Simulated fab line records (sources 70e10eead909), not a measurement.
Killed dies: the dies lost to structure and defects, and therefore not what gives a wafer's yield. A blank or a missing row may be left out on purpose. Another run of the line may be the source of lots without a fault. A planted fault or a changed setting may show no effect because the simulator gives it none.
Matching of chambers -- flow nand_harc -- 4 sister chambers for NHARC_A_CONTACT_ETCH_90 on rie_diel-06
The step etches the open film in CH3F/O2, target depth 40 nm, time 85.7 s. 22 wafers are shown with their chamber, then 11 later ones without.

WAFERS, EACH WITH ITS CHAMBER
wafer,chamber,showerhead_plenum_p_Torr (Torr),drypump_motor_current_A (A),rf_vpp_V (V)
L074.1,3,2.38,5.1,243.4
L074.3,1,2.36,5.2,242.4
L074.5,3,2.38,5.1,242.3
L080.1,0,2.66,5.8,249.1
L080.4,2,2.43,5.7,244.8
L080.5,3,2.37,5.1,243.8
L078.2,1,2.36,5.2,242.2
L078.4,3,2.37,5.1,242.6
L078.6,0,2.66,5.8,245.7
L085.2,3,2.37,5.1,244.7
L085.3,1,2.35,5.3,242.6
L085.6,1,2.35,5.2,242.3
L086.1,3,2.37,5.2,241.9
L086.3,0,2.65,5.8,246.9
L086.4,2,2.43,5.7,243.8
L089.3,0,2.65,5.8,245.7
L089.5,1,2.35,5.3,243.3
L089.6,2,2.43,5.7,244.6
L088.1,1,2.35,5.3,242.2
L088.3,0,2.65,5.8,247.2
L088.5,3,2.37,5.2,243.4
L091.4,3,2.37,5.1,242.7

SIGNATURES (averages over the wafers above)
reading,chamber 0,chamber 1,chamber 2,chamber 3,scatter within a chamber
showerhead_plenum_p_Torr,2.6540,2.3533,2.4300,2.3725,0.00473
drypump_motor_current_A,5.800,5.250,5.700,5.125,0.0408
rf_vpp_V,246.920,242.500,244.400,243.100,0.912
Rule: for a wafer and a chamber, the distance is found by dividing, reading by reading, the gap between the wafer's reading and the chamber's mean by the reading's scatter, squaring, summing and taking the root. If the next closest chamber is less than 2 further off than the closest, the wafer can't be placed; otherwise it belongs to the closest. The scatter: the root of (the sum of the squares of (reading less its chamber's mean) over the shown wafers, divided by (wafers less chambers)).

WAFERS MISSING THEIR CHAMBER
wafer,showerhead_plenum_p_Torr (Torr),drypump_motor_current_A (A),rf_vpp_V (V)
L091.5,2.37,5.1,242.8
L091.6,2.65,5.8,247.8
L092.4,2.65,5.8,247.8
L092.5,2.35,5.2,241.7
L092.6,2.43,5.8,243.3
L094.1,2.42,5.7,244.8
L094.4,2.37,5.1,241.9
L094.5,2.35,5.2,242.5
L097.1,2.42,5.8,244.1
L097.3,2.65,5.8,246.0
L097.4,2.35,5.3,241.4

WHICH CHAMBER EACH WENT THROUGH
wafer,from the rows above,in truth
L091.5,3,3
L091.6,0,0
L092.4,0,0
L092.5,1,1
L092.6,2,2
L094.1,2,2
L094.4,3,3
L094.5,1,1
L097.1,2,2
L097.3,0,0
L097.4,1,1
Correctly placed: 11 of 11. From these rows, 0 cannot be placed. Number placed wrongly: 0.
